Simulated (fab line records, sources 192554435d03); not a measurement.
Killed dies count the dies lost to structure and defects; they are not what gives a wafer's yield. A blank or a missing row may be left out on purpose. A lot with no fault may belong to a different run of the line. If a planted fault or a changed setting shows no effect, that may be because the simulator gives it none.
Tool commonality check ; flow n5 finfet ; Sample size 9 lots and 26 wafers

== REASON FOR OPENING ==
Of 9 lots, 2 have the reading M12_RS flagged at N5_BEOL_M12_RS_MEAS_54. Wafers without a fault read 0.0606 ohm/sq, standard deviation 0.0011.
Rule: a lot gets a flag if all its wafers with a number sit over 4 standard deviations from that mean, or if no wafer of it has a number. All remaining lots are regarded as sound.

lot;measured;on;M12_RS (ohm/sq), wafer by wafer;flag
L424;day 10 07:16;film metro-02;0.0589 0.0602 0.0583;
L427;day 11 08:04;film metro-02;61.219 56.660 60.315;FLAGGED
L429;day 11 16:17;film metro-01;58.023 60.348 59.968;FLAGGED
L437;day 14 02:47;film metro-01;0.0622 0.0598 0.0609;
L439;day 14 13:09;film metro-02;0.0619 0.0592 0.0592;
L440;day 14 20:05;film metro-01;0.0620 0.0628;
L445;day 16 00:41;film metro-02;0.0607 0.0600 0.0619;
L446;day 16 10:45;film metro-02;0.0619 0.0615 0.0604;
L447;day 16 11:07;film metro-02;0.0610 0.0608 0.0613;
The numbers of the flagged lots are 59.4222 ohm/sq on average: +59.3616 ohm/sq against the usual, or +99 or more standard deviations.

== WHICH TOOL RAN EACH LOT ==
The record holds 3 process steps before the reading, out of a route of 1938 steps. Read each cell as the tool, then ch plus the chambers that the sampled wafers visited, then the start.
lot;flag;N5_BEOL_M12_ETCH_68;N5_BEOL_M12_TRENCH_ETCH_34;N5_BEOL_M12_ECD_47
L424;;rie diel-02 ch 1,3, day 10 05:20;rie diel-02 ch 1,3, day 10 05:31;ecd cu-02 ch 0,1, day 10 06:24
L427;FLAGGED;rie diel-03 ch 0,1, day 11 04:08;rie diel-03 ch 0,1, day 11 04:20;ecd cu-02 ch 0,1, day 11 07:08
L429;FLAGGED;rie diel-06 ch 0,3, day 11 11:13;rie diel-06 ch 0,3, day 11 11:24;ecd cu-01 ch 0,1, day 11 15:12
L437;;rie diel-06 ch 0,1,3, day 14 00:20;rie diel-06 ch 0,1,3, day 14 00:31;ecd cu-02 ch 0,1, day 14 01:38
L439;;rie diel-03 ch 1,2,3, day 14 09:08;rie diel-03 ch 1,2,3, day 14 09:19;ecd cu-01 ch 0,1, day 14 12:17
L440;;rie diel-06 ch 0,1, day 14 17:23;rie diel-06 ch 0,1, day 14 17:34;ecd cu-02 ch 0, day 14 19:14
L445;;rie diel-06 ch 0,2,3, day 15 20:37;rie diel-06 ch 0,2,3, day 15 20:48;ecd cu-01 ch 0,1, day 15 23:49
L446;;rie diel-06 ch 0,3, day 16 04:47;rie diel-06 ch 0,3, day 16 04:59;ecd cu-02 ch 0,1, day 16 09:45
L447;;rie diel-06 ch 2,3, day 16 05:50;rie diel-06 ch 2,3, day 16 06:01;ecd cu-01 ch 0,1, day 16 10:15
What the steps here do:
- N5_BEOL_M12_ETCH_68: etches SOC in N2/H2, time 285 s.
- N5_BEOL_M12_TRENCH_ETCH_34: etches SiOC in C4F8/O2/Ar, target depth 318.95 nm, time 125.5 s.
- N5_BEOL_M12_ECD_47: material Cu, target thk 720 nm.
- N5_BEOL_M12_RS_MEAS_54: measures by four-point-probe.

== FLAGGED OVER TOTAL, TOOL BY TOOL (the gauges that took the reading come last) ==
step;tool;lots run;flagged;share of the flagged lots;sound lots run after its first flagged lot
N5_BEOL_M12_ETCH_68;rie diel-02;1;0;none;-
N5_BEOL_M12_ETCH_68;rie diel-03;2;1;some;1 (L439)
N5_BEOL_M12_ETCH_68;rie diel-06;6;1;some;5 (L437,L440,L445,L446,L447)
N5_BEOL_M12_TRENCH_ETCH_34;rie diel-02;1;0;none;-
N5_BEOL_M12_TRENCH_ETCH_34;rie diel-03;2;1;some;1 (L439)
N5_BEOL_M12_TRENCH_ETCH_34;rie diel-06;6;1;some;5 (L437,L440,L445,L446,L447)
N5_BEOL_M12_ECD_47;ecd cu-01;4;1;some;3 (L439,L445,L447)
N5_BEOL_M12_ECD_47;ecd cu-02;5;1;some;3 (L437,L440,L446)
N5_BEOL_M12_RS_MEAS_54;film metro-01;3;1;some;2 (L437,L440)
N5_BEOL_M12_RS_MEAS_54;film metro-02;6;1;some;4 (L439,L445,L446,L447)

== THE TABLE: WHAT IT ALLOWS ==
No row of the table ran every flagged lot.

== WHAT HAD BEEN PUT IN BY THE SIMULATOR ==
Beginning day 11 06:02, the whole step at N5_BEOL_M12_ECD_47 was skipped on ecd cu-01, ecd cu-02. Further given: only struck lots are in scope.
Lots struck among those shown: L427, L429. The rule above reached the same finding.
